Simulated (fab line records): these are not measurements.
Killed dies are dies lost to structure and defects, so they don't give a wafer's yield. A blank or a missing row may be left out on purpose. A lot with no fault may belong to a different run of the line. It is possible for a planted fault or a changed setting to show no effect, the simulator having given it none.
fab line records | flow nand-harc
record lots=13 wafers=39 last-day=33
route steps=1302 shown A_ONON_D2@547 A_BONDPAD@1202 THIN_TSV@1296 END@1302
lots untouched by any fault: they come from a run of this same line in which no faults occurred
start-h: hours from the record's first day to the start of the lot's first wafer shown | wait-h: hours elapsed since this lot's preceding step | " repeats the value in the row above | L1.1+2: a row that stands for several wafers | - no value, or no start given | * or withheld: withheld | < > ~ a bound
route shown NAME@n: a module of which the file shows steps, and the number in the route of the first | usual: the fault-free wafers' mean and standard deviation | same: alike in all rows | chamber/n: place in a boat | sites: each site's reading | _std_site: the values' standard deviation | _edge_site: mean of outer sites minus mean of inner sites | radius-mm: for every site, how far away it sits from the centre of the wafer | mask NAME#n: copy n | behind: the most recent tool/chamber to have shaped the wafer | hold: why the lot was held/for how many hours/how that ended | device: names the non-switching transistor (n, p or np) | end of line: the route-end tests of the same wafers | a step with no rows: only its recipe | killed: dies that structure and defects cost at the first sort, which is not the same as the wafer's yield | map: dies across one wafer; x = killed, . = not, _ = none there
set.NAME: the setting the step ran with; set.NAME@STEP: the setting that earlier step ran with | model.NAME: the simulator's own value behind a step, which no gauge read
a sample of lots followed through the steps of the route, with each step as a table and each wafer as a row
services: from which hour (start-h, from the record's first day; less than 0 if before it) a tool's chamber was out of use, for how many hours, and why
## steps
# step NHARC_A_ONON_D2_DEP_03
# recipe target-thk-a=10000 n2-flow-sccm=2750 n2o-flow-sccm=2000 nh3-flow-sccm=500 sih4-flow-sccm=210 temp-c=400
# usual n2-flow-sccm=2751/9.4
# columns lot.wafer tool chamber start-h wait-h n2-flow-sccm
L714.2 pecvd-onon-01 0 286.11 0.1 2754
L714.3 " 0 " " 2763
L714.6 " 0 " " 2754
L713.1 pecvd-onon-03 0 286.40 0.1 2738
L713.3 " 0 " " 2753
L713.4 " 0 " " 2740
L715.2 pecvd-onon-01 0 303.15 0.1 2751
L715.3 " 0 " " 2744
L715.5 " 0 " " 2753
L716.2 pecvd-onon-03 0 303.19 0.1 2744
L716.5 " 0 " " 2742
L716.6 " 0 " " 2732
L718.1 pecvd-onon-02 0 321.98 0.1 2743
L718.5 " 0 " " 2738
L718.6 " 0 " " 2746
L719.1 pecvd-onon-01 0 332.98 0.1 2769
L719.2 " 0 " " 2749
L719.6 " 0 " " 2770
L720.1 pecvd-onon-03 0 350.03 0.1 2742
L720.3 " 0 " " 2741
L720.6 " 0 " " 2742
L721.1 pecvd-onon-02 0 350.03 0.1 2763
L721.3 " 0 " " 2757
L721.6 " 0 " " 2742
L722.1 pecvd-onon-03 0 373.25 0.1 2750
L722.5 " 0 " " 2763
L722.6 " 0 " " 2754
L727.3 pecvd-onon-02 0 422.07 0.2 2765
L727.4 " 0 " " 2757
L727.6 " 0 " " 2760
L729.1 pecvd-onon-03 0 432.39 0.1 2770
L729.5 " 0 " " 2761
L729.6 " 0 " " 2755
L734.1 pecvd-onon-03 0 493.01 0.1 2765
L734.2 " 0 " " 2757
L734.3 " 0 " " 2766
L735.1 pecvd-onon-01 0 506.88 0.1 2748
L735.2 " 0 " " 2748
L735.4 " 0 " " 2752
# step NHARC_A_BONDPAD_DEP_00
# recipe target-thk-a=2500 temp-c=370 target-thk-nm=250 pressure-torr=3 flow-sccm=200 rf-w=450 material=SiCN
# usual heater-power-w=588/75
# columns lot.wafer tool chamber start-h wait-h heater-power-w
L713.3 pecvd-04 2 554.72 - 618
L713.1 " 0 " " 533
L713.4 " 0 " " 544
L716.2 pecvd-01 2 570.84 - 539
L716.6 " 2 " " 540
L716.5 " 1 " " 724
L714.3 pecvd-01 2 577.38 - 492
L714.2 " 0 " " 646
L714.6 " 0 " " 659
L715.3 pecvd-03 1 577.99 - 606
L715.2 " 0 " " 575
L715.5 " 0 " " 589
L718.1 pecvd-03 2 581.88 - 511
L718.6 " 1 " " 625
L718.5 " 0 " " 547
L719.1 pecvd-04 0 597.18 - 525
L719.2 " 1 " " 594
L719.6 " 1 " " 493
L721.1 pecvd-03 1 612.67 - 622
L721.3 " 2 " " 439
L721.6 " 1 " " 620
L720.3 pecvd-04 2 - - 612
L720.1 " 0 " " 536
L720.6 " 2 " " 630
L722.1 pecvd-01 2 634.66 - 546
L722.6 " 1 " " 718
L722.5 " 0 " " 686
L727.3 pecvd-01 0 683.27 - 668
L727.6 " 1 " " 693
L727.4 " 0 " " 670
L729.1 pecvd-01 1 703.96 - 717
L729.6 " 2 " " 590
L729.5 " 0 " " 652
L734.1 pecvd-03 0 742.48 - 546
L734.3 " 1 " " 573
L734.2 " 2 " " 480
L735.1 pecvd-01 1 766.19 - 705
L735.2 " 2 " " 470
L735.4 " 0 " " 592
# step NHARC_A_BONDPAD_CD_MEAS_09
# recipe target-cd-nm=500 landing-energy-ev=500
# usual cd-nm=500.2/1.9
# columns lot.wafer tool chamber start-h wait-h cd-nm
L713.1 cd-sem-02 0 555.77 - 501.2
L713.3 " 0 " " 499.6
L713.4 " 0 " " 498.2
L716.2 cd-sem-03 0 572.07 - 504.3
L716.5 " 0 " " 501.7
L716.6 " 0 " " 498.2
L714.2 cd-sem-01 0 578.64 - 500.4
L714.3 " 0 " " 496.9
L714.6 " 0 " " 497.3
L715.2 cd-sem-01 0 579.21 - 500.0
L715.3 " 0 " " 500.4
L715.5 " 0 " " 497.4
L718.1 cd-sem-03 0 582.92 - 499.1
L718.5 " 0 " " 497.9
L718.6 " 0 " " 500.4
L719.1 cd-sem-01 0 598.53 - 500.8
L719.2 " 0 " " 497.3
L719.6 " 0 " " 502.2
L721.1 cd-sem-01 0 613.72 - 496.7
L721.3 " 0 " " 498.6
L721.6 " 0 " " 498.5
L720.1 cd-sem-03 0 618.98 - 500.0
L720.3 " 0 " " 500.2
L720.6 " 0 " " 499.8
L722.1 cd-sem-01 0 635.83 - 500.3
L722.5 " 0 " " 500.3
L722.6 " 0 " " 501.7
L727.3 cd-sem-02 0 684.28 - 496.2
L727.4 " 0 " " 498.4
L727.6 " 0 " " 499.9
L729.1 cd-sem-01 0 705.09 - 502.0
L729.5 " 0 " " 501.9
L729.6 " 0 " " 502.4
L734.1 cd-sem-02 0 743.59 - 502.5
L734.2 " 0 " " 499.2
L734.3 " 0 " " 502.5
L735.1 cd-sem-03 0 767.36 - 501.9
L735.2 " 0 " " 500.4
L735.4 " 0 " " 503.7
# step NHARC_THIN_TSV_STRIP_56
# recipe power-w=1500 temp-c=250 chemistry=O2
# usual drypump-motor-current-A=5.7/0.65 heater-power-w=341/13 rf-refl-power-W=14/4.5 temp-c=250.00/0.18
# columns lot.wafer tool chamber start-h wait-h drypump-motor-current-A heater-power-w rf-hours-counter-h rf-refl-power-W temp-c
L713.1 plasma-asher-02 1 578.83 0.1 6.4 332 26 11 250.17
L713.4 " 0 " " 4.8 363 - 15 250.11
L713.3 " 1 " " 6.4 330 - 11 249.85
L716.2 plasma-asher-01 1 596.11 0.1 6.2 343 13 21 250.06
L716.6 " 0 " " 5.5 357 - 11 250.09
L716.5 " 1 " " 6.2 340 - 22 249.45
L714.2 plasma-asher-02 0 600.93 0.1 4.8 354 32 16 249.88
L714.3 " 1 " " 6.4 327 - 11 250.17
L714.6 " 1 " " 6.4 324 - 10 250.21
L715.2 plasma-asher-01 0 602.26 0.1 5.5 352 15 10 249.93
L715.3 " 1 " " 6.2 347 - 23 250.26
L715.5 " 1 " " 6.2 343 - 22 249.97
L718.1 plasma-asher-01 1 607.36 0.1 6.2 347 17 - 250.21
L718.6 " 0 " " 5.5 348 - - 249.90
L718.5 " 1 " " 6.2 357 - - 250.34
L719.1 plasma-asher-02 0 621.31 0.1 4.9 343 1 15 250.10
L719.2 " 1 " " 6.4 331 1 10 250.20
L719.6 " 0 " " 4.8 337 - 16 250.20
L721.1 plasma-asher-01 1 636.52 0.1 6.2 349 23 22 250.01
L721.3 " 0 " " 5.5 353 - 10 249.81
L721.6 " 1 " " 6.2 349 - 23 249.97
L720.1 plasma-asher-01 1 640.53 0.1 6.2 348 24 22 249.80
L720.3 " 1 " " 6.2 343 - 22 249.86
L720.6 " 1 " " 6.2 351 - 22 250.01
L722.1 plasma-asher-02 1 659.98 0.1 6.4 319 11 11 250.11
L722.5 " 0 " " 4.9 341 - 15 250.08
L722.6 " 1 " " 6.4 324 - 11 250.01
L727.3 plasma-asher-02 1 704.88 0.2 6.3 320 - 11 249.79
L727.4 " 0 " " 4.8 338 - 15 250.04
L727.6 " 0 " " 4.8 343 - 16 249.81
L729.1 plasma-asher-02 1 729.54 0.1 6.3 321 26 11 249.88
L729.6 " 0 " " 4.9 349 - 15 249.88
L729.5 " 1 " " 6.4 324 - 10 250.01
L734.2 plasma-asher-02 1 766.96 0.1 6.4 326 35 - 249.85
L734.1 " 0 " " 4.9 332 35 - 250.08
L734.3 " 0 " " 4.8 340 - - 250.04
L735.2 plasma-asher-02 1 789.96 0.1 6.3 347 0 - 250.21
L735.1 " 0 " " 4.8 350 0 - 249.89
L735.4 " 0 " " 4.8 352 - - 250.10
# step NHARC_END_SORT_01
# recipe temp-c=25
# usual killed-at-array=49/18 killed-at-other=0.8/1 killed-at-periphery=4.2/2.8 killed-dies=54/18 killed-open=3.0/1.7 killed-short=2.5/1.6
# same gross-dies=677
# columns lot.wafer tool chamber start-h wait-h killed-at-array killed-at-other killed-at-periphery killed-dies killed-open killed-short
L727.3 prober-01 0 713.23 3.1 123 0 3 126 2 2
L727.4 prober-01 0 714.04 3.4 121 1 2 124 1 2
L727.6 prober-01 0 715.65 4.0 124 1 4 129 8 1
# killed by level:class
L727.3 A_ONON_D2:unspecified=54 A_CHANNEL_HOLE_D1:chamber-film-flake=31 A_SLIT:chamber-film-flake=17 A_CHANNEL_HOLE_D2:chamber-film-flake=9 A_STAIRCASE:chamber-film-flake=6 A_CONTACT:chamber-film-flake=3 P_GATE:geometric-particle:open=1 A_CHANNEL_HOLE_D1:geometric-particle:short=1
L727.4 A_ONON_D2:unspecified=48 A_SLIT:chamber-film-flake=35 A_CHANNEL_HOLE_D1:chamber-film-flake=19 A_CHANNEL_HOLE_D2:chamber-film-flake=9 A_CHANNEL_FILL_D2:chamber-film-flake=3 A_STAIRCASE:chamber-film-flake=2 P_M0:geometric-particle:short=1 A_ONON_D2:geometric-particle:short=1
L727.6 A_ONON_D2:unspecified=49 A_SLIT:chamber-film-flake=32 A_CHANNEL_HOLE_D1:chamber-film-flake=15 A_CHANNEL_HOLE_D2:chamber-film-flake=11 A_CONTACT:chamber-film-flake=4 A_STAIRCASE:chamber-film-flake=4 A_M0:geometric-particle:open=2 P_M0:geometric-particle:open=1
## services
# columns tool chamber start-h hours kind
pecvd-01 - 264.74 2.4 repair
pecvd-onon-01 - 273.04 13.0 pm
pecvd-03 - 297.08 0.4 repair
pecvd-03 0 317.86 3.1 repair
pecvd-01 - 323.07 13.0 pm
plasma-asher-01 - 342.48 9.0 pm
pecvd-03 - 366.00 13.0 pm
pecvd-onon-03 - 408.00 13.0 pm
pecvd-03 2 408.63 6.7 repair
plasma-asher-02 - 426.27 9.0 pm
pecvd-01 - 430.20 1.5 repair
pecvd-onon-01 - 454.04 13.0 pm
pecvd-onon-03 - 474.96 0.5 repair
plasma-asher-02 - 480.53 2.3 repair
plasma-asher-01 - 490.00 0.4 repair
pecvd-01 - 504.31 13.0 pm
plasma-asher-01 - 519.48 9.0 pm
plasma-asher-02 - 561.86 2.2 repair
pecvd-onon-03 - 589.00 13.0 pm
plasma-asher-02 - 603.27 9.0 pm
pecvd-01 - 685.31 13.0 pm
plasma-asher-01 - 696.54 9.0 pm
pecvd-onon-03 - 770.00 13.0 pm
plasma-asher-02 - 780.27 9.0 pm
## key
first-sign step=NHARC_END_SORT_01 reading=killed-at-array direction=up sigmas=4.1 usual=49 struck=123
effect step=NHARC_END_SORT_01 reading=killed-dies direction=up sigmas=4.1 usual=54 struck=126
more-kills-born-at NHARC_A_ONON_D2_DEP_03@pecvd-onon-02=151
met-at NHARC_A_ONON_D2_DEP_03
struck-lots L727
tester-left-out L727
not-acting-at NHARC_A_BONDPAD_DEP_00,NHARC_A_BONDPAD_CD_MEAS_09,NHARC_THIN_TSV_STRIP_56
onset-between 350.03 422.07
fault kind=chamber-particle-source tool=pecvd-onon-02 chamber=- onset-h=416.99 steps=NHARC_A_ONON_D2_DEP_03 rate-per-visit-cm2=1.1442 end-h=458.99
# tester-left-out: of these lots the tester's yield and bins aren't shown, on N5 and GAA mostly nor the transistor test; their killed dies are dies lost to structure and defects alone, not to doping, threshold or leakage, so they don't give the yield
